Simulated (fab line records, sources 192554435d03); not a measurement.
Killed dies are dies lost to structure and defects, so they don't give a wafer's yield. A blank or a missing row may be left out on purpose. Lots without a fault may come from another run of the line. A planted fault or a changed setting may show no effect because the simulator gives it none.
fab line records | flow n5_finfet | part 2 of 2: steps 25 to 34 of 34
record lots=5 wafers=15 last_day=16
route steps=1938 shown BEOL_M12@1617
lots that met no fault: from a run of the same line without faults
start_h: hours from the record's first day to the start of the lot's first wafer shown | wait_h: hours since the lot's step before | " the same as in the row above | L1.1+2: a row that stands for several wafers | - no value, or no start given | * or withheld: withheld | < > ~ a bound
route shown NAME@n: a module of which the file shows steps, and the number in the route of the first | usual: mean/standard deviation of fault-free wafers | same: alike in all rows | chamber/n: place in a boat | sites: the reading at each site | _std_site: their standard deviation | _edge_site: outer sites' mean less inner sites' | radius_mm: how far each site lies from the wafer's centre | mask NAME#n: copy n | behind: the tool/chamber that last shaped the wafer | hold: why the lot was held/for how many hours/how that ended | device: the transistor (n, p or np) that didn't switch | end of line: the same wafers' tests at the end of the route | a step without rows: its recipe alone | killed: dies lost to structure and defects at the first sort, not the wafer's yield | map: a wafer's dies, x killed, . not, _ none there
set.NAME: the setting as run; set.NAME@STEP: as run at that earlier step | model.NAME: the simulator's own value behind a step, which no gauge read
lots at some steps of the route; a table a step, a row a wafer
services: from which hour (start_h, from the record's first day; less than 0 if before it) a tool's chamber was out of use, for how many hours, and why
## steps
# step N5_BEOL_M12_OCD_MEAS_35
# usual trench_depth_nm=319/4.2
# columns lot.wafer tool chamber start_h wait_h trench_depth_nm
L074.1 ocd-01 - 233.77 0.0 317
L074.5 " - " " 318
L074.6 " - " " 320
L084.2 ocd-02 - 277.43 0.0 325
L084.4 " - " " 318
L084.5 " - " " 318
L089.3 ocd-02 - 325.54 0.0 319
L089.5 " - " " 320
L089.6 " - " " 329
L095.4 ocd-01 - 345.99 0.0 322
L095.5 " - " " 320
L095.6 " - " " 317
L094.4 ocd-01 - 356.30 0.0 317
L094.5 " - " " 318
L094.6 " - " " 321
# step N5_BEOL_M12_STRIP_37
# recipe chemistry=N2/H2 power_w=1000 temp_c=250 h2_frac=0.65 overash_fraction=0.3 pressure_mtorr=withheld n2_flow_sccm=1750 h2_flow_sccm=3250
# usual drypump_motor_current_A=5.9/0.47 heater_power_w=323/30 oes_product_au=0.789/0.009
# columns lot.wafer tool chamber start_h wait_h drypump_motor_current_A heater_power_w oes_product_au rf_hours_counter_h
L074.1 plasma_asher-01 0 233.81 0.0 6.6 281 0.784 63
L074.5 " 0 " " 6.6 283 0.789 -
L074.6 " 1 " " 5.8 329 0.783 -
L084.2 plasma_asher-01 1 277.47 0.0 5.8 323 0.787 71
L084.4 " 1 " " 5.8 343 0.792 -
L084.5 " 0 " " 6.6 290 0.794 -
L089.3 plasma_asher-02 0 325.60 0.1 5.9 322 0.798 -
L089.5 " 0 " " 5.9 327 0.778 -
L089.6 " 1 " " 5.3 368 0.767 -
L095.4 plasma_asher-01 0 346.05 0.1 6.6 283 0.785 -
L095.5 " 0 " " 6.6 279 0.783 -
L095.6 " 1 " " 5.8 326 0.799 -
L094.4 plasma_asher-01 1 356.36 0.1 5.8 329 0.789 -
L094.5 " 0 " " 6.6 280 0.786 -
L094.6 " 1 " " 5.8 322 0.793 -
# step N5_BEOL_M12_ETCH_38
# recipe chemistry=CF4/N2 target=SiCN target_depth_a=687 taper_deg=2 time_s=73.4 ion_energy_ev=150 mask_material=SiO2 pressure_mtorr=40 source_w=430 bias_w=70 Ar_flow_sccm=100 cf4_flow_sccm=60 n2_flow_sccm=60
# usual drypump_motor_current_A=5.7/0.45 oes_product_au=0.78/0.079 rf_vpp_V=382.5/1.9 showerhead_plenum_p_Torr=2.21/0.073 throttle_valve_pct=15.51/0.26
# columns lot.wafer tool chamber start_h wait_h drypump_motor_current_A oes_product_au rf_hours_counter_h rf_vpp_V showerhead_plenum_p_Torr throttle_valve_pct
L074.1 rie_diel-01 0 233.90 - 5.6 0.72 201 381.1 2.11 15.72
L074.5 " 3 " " 6.2 0.75 - 383.8 2.29 15.45
L074.6 " 0 " " 5.7 0.71 - 380.7 2.11 15.72
L084.2 rie_diel-06 3 277.68 - 6.4 0.75 167 384.0 2.20 15.76
L084.4 " 2 " " 5.5 0.73 - 384.2 2.27 15.87
L084.5 " 0 " " 5.7 0.86 - 381.2 2.15 15.27
L089.3 rie_diel-06 1 326.28 - 5.0 0.82 64 381.9 2.15 15.27
L089.5 " 0 " " 5.7 0.82 - 381.0 2.14 15.30
L089.6 " 1 " " 5.0 0.82 - 381.1 2.15 15.27
L095.4 rie_diel-06 2 346.11 - 5.4 0.69 237 383.6 2.26 15.91
L095.5 " 3 " " 6.4 0.72 - 383.2 2.19 15.81
L095.6 " 0 " " 5.7 0.82 - 379.9 2.14 15.31
L094.4 rie_diel-06 1 357.64 - 5.0 0.81 - 381.0 2.14 15.32
L094.5 " 1 " " 5.0 0.81 - 379.8 2.14 15.30
L094.6 " 2 " " 5.4 0.69 - 383.8 2.26 15.92
# step N5_BEOL_M12_PRECLEAN_39
# recipe chemistry=residue_remover time_s=60 temp_c=40
# columns lot.wafer tool chamber start_h wait_h
L074.1+5+6 wet_bench-04 2,0,1 234.03 0.1
L084.2+4+5 wet_bench-04 4,0,7 277.81 0.1
L089.3+5+6 wet_bench-06 4,0,1 326.41 0.1
L095.4+5+6 wet_bench-04 6,1,4 346.24 0.1
L094.4+5+6 wet_bench-06 1,3,2 357.78 0.1
# step N5_BEOL_M12_SRD_40
# recipe time_s=30 temp_c=23 rinse_liquid=diw dry=n2_spin spin_rpm=1500 dry_time_s=30
# same dry_time_s=30
# columns lot.wafer tool chamber start_h wait_h
L074.1+5+6 wet_bench-04 2,0,1 234.05 0.0
L084.2+4+5 wet_bench-04 4,0,7 277.83 0.0
L089.3+5+6 wet_bench-06 4,0,1 326.43 0.0
L095.4+5+6 wet_bench-04 6,1,4 346.26 0.0
L094.4+5+6 wet_bench-06 1,3,2 357.79 0.0
# step N5_BEOL_M12_DEGAS_41
# recipe ambient=vacuum temp_c=250 time_s=60
# usual heater_power_w=300/32
# columns lot.wafer tool chamber start_h wait_h heater_power_w
L074.1 pvd_sputter-01 - 234.65 0.6 311
L074.5 " - " " 309
L074.6 " - " " 373
L084.2 pvd_sputter-02 - 278.59 0.7 310
L084.4 " - " " 328
L084.5 " - " " 296
L089.3 pvd_sputter-01 - 326.78 0.3 244
L089.5 " - " " 250
L089.6 " - " " 322
L095.4 pvd_sputter-03 - 347.86 1.6 266
L095.5 " - " " 296
L095.6 " - " " 322
L094.4 pvd_sputter-03 - 358.18 0.4 297
L094.5 " - " " 304
L094.6 " - " " 333
# step N5_BEOL_M12_PRE_CLEAN_42
# recipe gas=H2/He time_s=30 temp_c=250
# usual heater_power_w=300/34
# columns lot.wafer tool chamber start_h wait_h heater_power_w
L074.1 pvd_sputter-01 - 234.69 0.0 317
L074.5 " - " " 318
L074.6 " - " " 366
L084.2 pvd_sputter-02 - 278.63 0.0 306
L084.4 " - " " 332
L084.5 " - " " 296
L089.3 pvd_sputter-01 - 326.82 0.0 249
L089.5 " - " " 250
L089.6 " - " " 317
L095.4 pvd_sputter-03 - 347.90 0.0 262
L095.5 " - " " 300
L095.6 " - " " 331
L094.4 pvd_sputter-03 - 358.22 0.0 301
L094.5 " - " " 308
L094.6 " - " " 325
# step N5_BEOL_M12_SPUTTER_43
# recipe material=TaN target_thk_a=150 temp_c=50 bias_v=168.6 power_w=15000 chamber_pressure_pa=0.12 time_s=24.19
# usual throttle_valve_pct=30.3/1.2
# columns lot.wafer tool chamber start_h wait_h throttle_valve_pct
L074.1 pvd_sputter-01 - 234.73 0.0 30.0
L074.5 " - " " 30.0
L074.6 " - " " 30.3
L084.2 pvd_sputter-02 - 278.67 0.0 28.4
L084.4 " - " " 30.2
L084.5 " - " " 30.8
L089.3 pvd_sputter-01 - 326.86 0.0 30.0
L089.5 " - " " 30.1
L089.6 " - " " 30.0
L095.4 pvd_sputter-03 - 347.94 0.0 32.8
L095.5 " - " " 30.3
L095.6 " - " " 31.8
L094.4 pvd_sputter-03 - 358.26 0.0 30.2
L094.5 " - " " 30.2
L094.6 " - " " 32.1
# step N5_BEOL_M12_SPUTTER_44
# recipe material=Ta target_thk_a=100 temp_c=50 bias_v=80 power_w=15000 chamber_pressure_pa=0.07 time_s=16.13
# usual throttle_valve_pct=30.4/1.2
# columns lot.wafer tool chamber start_h wait_h throttle_valve_pct
L074.1 pvd_sputter-01 - 234.81 0.0 29.9
L074.5 " - " " 30.2
L074.6 " - " " 30.5
L084.2 pvd_sputter-02 - 278.75 0.0 28.6
L084.4 " - " " 30.3
L084.5 " - " " 30.9
L089.3 pvd_sputter-01 - 326.94 0.0 29.9
L089.5 " - " " 30.2
L089.6 " - " " 29.9
L095.4 pvd_sputter-03 - 348.02 0.0 33.1
L095.5 " - " " 29.8
L095.6 " - " " 31.7
L094.4 pvd_sputter-03 - 358.34 0.0 30.3
L094.5 " - " " 30.2
L094.6 " - " " 32.2
# step N5_BEOL_M12_SPUTTER_45
# recipe material=Cu target_thk_a=800 temp_c=-20 bias_v=60 power_w=26000 chamber_pressure_pa=0.13 time_s=13.33
# usual throttle_valve_pct=30.4/1.2
# columns lot.wafer tool chamber start_h wait_h throttle_valve_pct
L074.1 pvd_sputter-01 - 234.89 0.0 29.8
L074.5 " - " " 29.9
L074.6 " - " " 30.4
L084.2 pvd_sputter-02 - 278.83 0.0 28.4
L084.4 " - " " 30.2
L084.5 " - " " 30.6
L089.3 pvd_sputter-01 - 327.02 0.0 30.1
L089.5 " - " " 29.9
L089.6 " - " " 30.1
L095.4 pvd_sputter-03 - 348.10 0.0 32.8
L095.5 " - " " 30.0
L095.6 " - " " 31.9
L094.4 pvd_sputter-03 - 358.42 0.0 30.2
L094.5 " - " " 30.4
L094.6 " - " " 32.0
## services
# columns tool chamber start_h hours kind
wet_bench-04 - 213.35 1.9 pm
rie_diel-01 2 231.57 - clean
rie_diel-01 2 231.57 - consumable_replace:focus_ring
rie_diel-01 2 231.57 32.8 scheduled_down
rie_diel-01 2 231.57 32.8 vent_cycle
krf_scanner-02 - 232.79 1.3 pm
rie_diel-02 - 241.53 15.6 pm
krf_scanner-02 - 246.82 0.3 repair
litho_track-01 - 261.24 - consumable_replace:filter
wet_bench-06 - 262.93 10.4 repair
rie_diel-06 1 266.28 23.2 repair
krf_scanner-02 - 269.11 0.8 pm
krf_scanner-01 - 284.15 0.7 repair
krf_scanner-01 - 285.34 1.3 pm
krf_scanner-02 - 292.64 1.0 pm
plasma_asher-02 - 300.94 4.3 pm
plasma_asher-01 - 308.79 9.2 repair
plasma_asher-02 - 328.43 4.1 repair
pvd_sputter-03 - 340.49 2.0 repair
rie_diel-01 0 346.38 - clean
rie_diel-01 0 346.38 - consumable_replace:focus_ring
rie_diel-01 0 346.38 26.3 scheduled_down
rie_diel-01 0 346.38 26.3 vent_cycle
rie_diel-06 3 353.66 29.7 repair
